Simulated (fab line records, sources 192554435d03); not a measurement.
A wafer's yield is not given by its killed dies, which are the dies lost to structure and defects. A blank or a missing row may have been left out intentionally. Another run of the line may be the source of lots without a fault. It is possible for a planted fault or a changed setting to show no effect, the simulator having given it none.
A struck lot beside a sound one    flow n5-finfet    14 steps out of a route of 1938
Sound: wafers L239.1, L239.2, L239.3. Wafers L244.2, L244.3, L244.4 were the ones struck. The cause is given at the end.
At each step with rows: each side's tool, then ch and its chambers, then its first start. Under that, the readings that differ: sound wafers    struck wafers    difference of the means    sigmas: that difference in standard deviations of wafers without a fault.
alike: a reading whose means differ by less than 2 such deviations, as well as words and numbers matching on both sides. not compared: withheld readings; readings where some wafer has no value; bounds like >300 that might hide an equal value; numbers whose values overlap and for which the record gives no deviation.
Wherever a step has rows on one side only, a row that says differs or no value, or a row with sigmas, the two part there. Numbers that don't overlap but have no deviation are shown without sigmas and don't part them. A reading missing from all wafers of one side parts the sides only when that side holds two or more wafers.

first, 2 steps without rows for these wafers: N5_PASSIVATION_STRIP_73 (strips in post etch residue remover, time 60 s); N5_PASSIVATION_SRD_17 (time 30 s, dry time 30 s).
N5_PASSIVATION_DEGAS_18: time 60 s.
  sound: pvd-sputter-02 at day 13 15:09; struck: pvd-sputter-03 at day 15 01:43
  alike: heater-power-w
N5_PASSIVATION_PRE_CLEAN_19:
  sound: pvd-sputter-02 at day 13 15:11; struck: pvd-sputter-03 at day 15 01:45
  alike: heater-power-w
N5_PASSIVATION_SPUTTER_20: material TaN, target thk 50 nm.
  sound: pvd-sputter-02 at day 13 15:14; struck: pvd-sputter-03 at day 15 01:47
  alike: throttle-valve-pct
N5_PASSIVATION_AL_DEP_21: deposits Al, target thk 2800 nm, time 170 s.
  sound: pvd-sputter-02 at day 13 15:20; struck: pvd-sputter-03 at day 15 01:53
  alike: throttle-valve-pct
then, 6 steps without rows for these wafers: N5_PASSIVATION_HMDS_23 (time 60 s); N5_PASSIVATION_COAT_24; N5_PASSIVATION_EBR_26; N5_PASSIVATION_SOFTBAKE_25 (time 90 s); N5_PASSIVATION_EXPOSE_27 (exposes mask PAD, defocus 0 nm); N5_PASSIVATION_PEB_28.
N5_PASSIVATION_DEVELOP_29: develop time 60 s.
  sound on litho-track-03 ch 0, day 13 15:49; struck on litho-track-03, day 15 02:22
  no value came back on the struck wafers for chill-plate-temp-C (C), develop-time-s (s); on the sound wafers chill-plate-temp-C (C) reads 22.95 22.96 22.80
then, 1 step without rows for these wafers: N5_PASSIVATION_HARDBAKE_31 (time 120 s).

## WHERE THEY PART
Only at N5_PASSIVATION_DEVELOP_29, as far as this record shows.

WHY: what the simulator had put in
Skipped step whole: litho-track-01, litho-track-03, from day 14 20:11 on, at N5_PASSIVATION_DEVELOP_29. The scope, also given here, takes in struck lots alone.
